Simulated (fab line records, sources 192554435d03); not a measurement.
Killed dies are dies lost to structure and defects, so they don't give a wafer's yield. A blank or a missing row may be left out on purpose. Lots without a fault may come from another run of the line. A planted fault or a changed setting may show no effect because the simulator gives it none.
Which tool did it? | flow n5_finfet | 24 lots, 72 wafers sampled, at 4 steps of a route of 1938

WHAT THE GAUGES READ, wafer by wafer
N5_BEOL_M11_THK_MEAS_01.
lot  | measured     | on            | M11_ILD_THK (nm)
L075 | day 10 10:54 | film_metro-02 | 266 270 272
L074 | day 10 13:27 | film_metro-01 | 265 266 266
L077 | day 10 17:23 | film_metro-01 | 261 268 263
L076 | day 10 20:06 | film_metro-01 | 265 262 267
L078 | day 11 18:36 | film_metro-02 | 261 266 267
L079 | day 11 18:59 | film_metro-01 | 264 269 274
L081 | day 12 04:08 | film_metro-01 | 264 272 273
L082 | day 12 12:38 | film_metro-02 | 265 264 259
L080 | day 12 20:08 | film_metro-01 | 268 269 272
L083 | day 12 22:54 | film_metro-02 | 262 264 268
L085 | day 13 07:01 | film_metro-02 | 264 270 270
L086 | day 13 07:17 | film_metro-02 | 265 270 269
L084 | day 13 10:31 | film_metro-02 | 263 270 267
L088 | day 13 14:37 | film_metro-01 | 265 267 269
L087 | day 13 15:34 | film_metro-02 | 263 265 270
L089 | day 14 05:31 | film_metro-01 | 266 262 264
L090 | day 14 05:58 | film_metro-02 | 271 267 269
L092 | day 14 13:44 | film_metro-01 | 275 268 271
L093 | day 15 01:14 | film_metro-02 | 266 270 264
L091 | day 15 01:32 | film_metro-02 | 266 266 271
L094 | day 15 08:47 | film_metro-02 | 266 268 269
L095 | day 15 14:45 | film_metro-01 | 264 265 266
L096 | day 15 23:31 | film_metro-01 | 260 262 268
L097 | day 16 22:16 | film_metro-01 | 271 267 274

N5_BEOL_M11_OVL_MEAS_12.
lot  | measured     | on         | M11_OVL (nm)
L075 | day 10 13:15 | overlay-02 | -0.8 0.8 0.4
L074 | day 10 14:16 | overlay-02 | 0.3 -0.8 0.0
L077 | day 10 18:13 | overlay-02 | 0.2 0.5 0.8
L076 | day 10 21:07 | overlay-01 | 1.7 1.9 1.1
L078 | day 11 22:37 | overlay-02 | 0.6 0.4 0.2
L079 | day 11 22:47 | overlay-01 | 1.0 1.0 0.9
L081 | day 12 04:57 | overlay-01 | 0.7 0.4 -0.3
L082 | day 12 14:29 | overlay-02 | 1.9 0.3 1.2
L080 | day 12 21:46 | overlay-02 | -0.3 0.8 0.8
L083 | day 13 00:50 | overlay-02 | 0.4 1.5 0.7
L085 | day 13 08:21 | overlay-01 | -0.9 1.1 1.0
L086 | day 13 08:31 | overlay-01 | -0.2 -0.6 0.2
L084 | day 13 12:11 | overlay-02 | -0.1 -0.3 -0.8
L088 | day 13 17:10 | overlay-01 | -0.3 -0.5 0.0
L087 | day 13 17:22 | overlay-02 | 0.1 -0.5 -0.6
L089 | day 14 06:16 | overlay-01 | 0.7 -0.4 1.7
L090 | day 14 06:42 | overlay-02 | 0.5 0.0 -0.1
L092 | day 14 16:44 | overlay-02 | -0.6 -1.0 -0.8
L093 | day 15 02:17 | overlay-01 | 0.5 0.5 0.2
L091 | day 15 02:31 | overlay-01 | 0.2 0.0 0.3
L094 | day 15 10:05 | overlay-01 | -0.2 -1.1 -0.1
L095 | day 15 16:28 | overlay-01 | 0.3 0.3 0.5
L096 | day 16 01:59 | overlay-02 | -0.5 -0.5 -0.2
L097 | day 17 00:25 | overlay-01 | 1.2 1.3 -0.2

WHICH TOOL RAN EACH LOT (tool, then ch and the chambers of the sampled wafers, then the start)
lot  | N5_BEOL_M10_SPUTTER_48       | N5_BEOL_M11_HM_DEP_02
L075 | pvd_sputter-02, day 10 09:16 | pvd_sputter-02, day 10 12:43
L074 | pvd_sputter-01, day 10 10:35 | pvd_sputter-02, day 10 13:44
L077 | pvd_sputter-01, day 10 15:40 | pvd_sputter-03, day 10 17:41
L076 | pvd_sputter-03, day 10 17:49 | pvd_sputter-02, day 10 20:35
L078 | pvd_sputter-02, day 11 16:59 | pvd_sputter-03, day 11 22:05
L079 | pvd_sputter-03, day 11 17:05 | pvd_sputter-03, day 11 22:11
L081 | pvd_sputter-02, day 12 02:31 | pvd_sputter-03, day 12 04:25
L082 | pvd_sputter-02, day 12 10:19 | pvd_sputter-02, day 12 13:56
L080 | pvd_sputter-03, day 12 18:31 | pvd_sputter-03, day 12 21:22
L083 | pvd_sputter-03, day 12 20:49 | pvd_sputter-01, day 13 00:18
L085 | pvd_sputter-03, day 13 04:52 | pvd_sputter-01, day 13 07:50
L086 | pvd_sputter-03, day 13 05:19 | pvd_sputter-01, day 13 07:56
L084 | pvd_sputter-01, day 13 08:26 | pvd_sputter-02, day 13 11:47
L088 | pvd_sputter-03, day 13 12:59 | pvd_sputter-03, day 13 16:38
L087 | pvd_sputter-03, day 13 13:53 | pvd_sputter-01, day 13 16:50
L089 | pvd_sputter-01, day 14 03:50 | pvd_sputter-02, day 14 05:45
L090 | pvd_sputter-01, day 14 03:55 | pvd_sputter-01, day 14 06:11
L092 | pvd_sputter-01, day 14 12:10 | pvd_sputter-02, day 14 16:13
L093 | pvd_sputter-02, day 14 23:20 | pvd_sputter-01, day 15 01:53
L091 | pvd_sputter-02, day 14 23:25 | pvd_sputter-01, day 15 01:59
L094 | pvd_sputter-02, day 15 06:42 | pvd_sputter-01, day 15 09:41
L095 | pvd_sputter-02, day 15 13:05 | pvd_sputter-03, day 15 15:56
L096 | pvd_sputter-02, day 15 21:26 | pvd_sputter-03, day 16 01:28
L097 | pvd_sputter-03, day 16 20:39 | pvd_sputter-03, day 17 00:01
- N5_BEOL_M10_SPUTTER_48: material Cu, target thk 12 nm, time 2 s.
- N5_BEOL_M11_HM_DEP_02: deposits TiN, target thk 20 nm.

WHAT THE TOOLS THEMSELVES READ (means of the sampled wafers that have a number; where no wafer has one, the mark that the record gives instead)
N5_BEOL_M10_SPUTTER_48.
lot  | tool           | throttle_valve_pct (%)
L075 | pvd_sputter-02 | 30.2
L074 | pvd_sputter-01 | 29.9
L077 | pvd_sputter-01 | 30.5
L076 | pvd_sputter-03 | 30.1
L078 | pvd_sputter-02 | 30.0
L079 | pvd_sputter-03 | 30.3
L081 | pvd_sputter-02 | 30.8
L082 | pvd_sputter-02 | 30.2
L080 | pvd_sputter-03 | 30.9
L083 | pvd_sputter-03 | 30.3
L085 | pvd_sputter-03 | 30.3
L086 | pvd_sputter-03 | 30.5
L084 | pvd_sputter-01 | 29.3
L088 | pvd_sputter-03 | 30.2
L087 | pvd_sputter-03 | 30.5
L089 | pvd_sputter-01 | 30.4
L090 | pvd_sputter-01 | 30.8
L092 | pvd_sputter-01 | 29.7
L093 | pvd_sputter-02 | 30.8
L091 | pvd_sputter-02 | 30.2
L094 | pvd_sputter-02 | 30.6
L095 | pvd_sputter-02 | 30.3
L096 | pvd_sputter-02 | 30.7
L097 | pvd_sputter-03 | 29.9

N5_BEOL_M11_HM_DEP_02.
lot  | tool           | throttle_valve_pct (%)
L075 | pvd_sputter-02 | 30.7
L074 | pvd_sputter-02 | 30.1
L077 | pvd_sputter-03 | 29.9
L076 | pvd_sputter-02 | 30.6
L078 | pvd_sputter-03 | 29.9
L079 | pvd_sputter-03 | 30.3
L081 | pvd_sputter-03 | 30.4
L082 | pvd_sputter-02 | 30.2
L080 | pvd_sputter-03 | 29.4
L083 | pvd_sputter-01 | 30.7
L085 | pvd_sputter-01 | 30.0
L086 | pvd_sputter-01 | 30.9
L084 | pvd_sputter-02 | 30.3
L088 | pvd_sputter-03 | 29.8
L087 | pvd_sputter-01 | 30.1
L089 | pvd_sputter-02 | 30.3
L090 | pvd_sputter-01 | 31.1
L092 | pvd_sputter-02 | 30.7
L093 | pvd_sputter-01 | 29.3
L091 | pvd_sputter-01 | 30.3
L094 | pvd_sputter-01 | 29.3
L095 | pvd_sputter-03 | 30.3
L096 | pvd_sputter-03 | 29.8
L097 | pvd_sputter-03 | 30.1

THE ANSWER, worked out from the rows above alone
Rule: what is usual is taken from the lots themselves. Put in order of their means at a reading, lots are off if they are a third of the lots or fewer, leave a main group of 4 or more, and stand apart from it by a gap of 3 or more times the standard deviation of the main group's means; of several such gaps the widest counts. A main group whose means are all the same, to the digits that the tables above print for the reading, isn't used. A lot without any number at a reading at which 4 lots or more have one is off too. The other lots that the step has rows for count as sound. The gauges are gone through in route order, then the tools' own readings, and for those a lot's mean is taken as printed above. The first step at which some lot is off is used, and at that step the reading that is off furthest; a lot without a number counts as furthest.
No lot is off at any reading shown: from this, nothing can be told.

WHAT THE SIMULATOR HAD PUT IN
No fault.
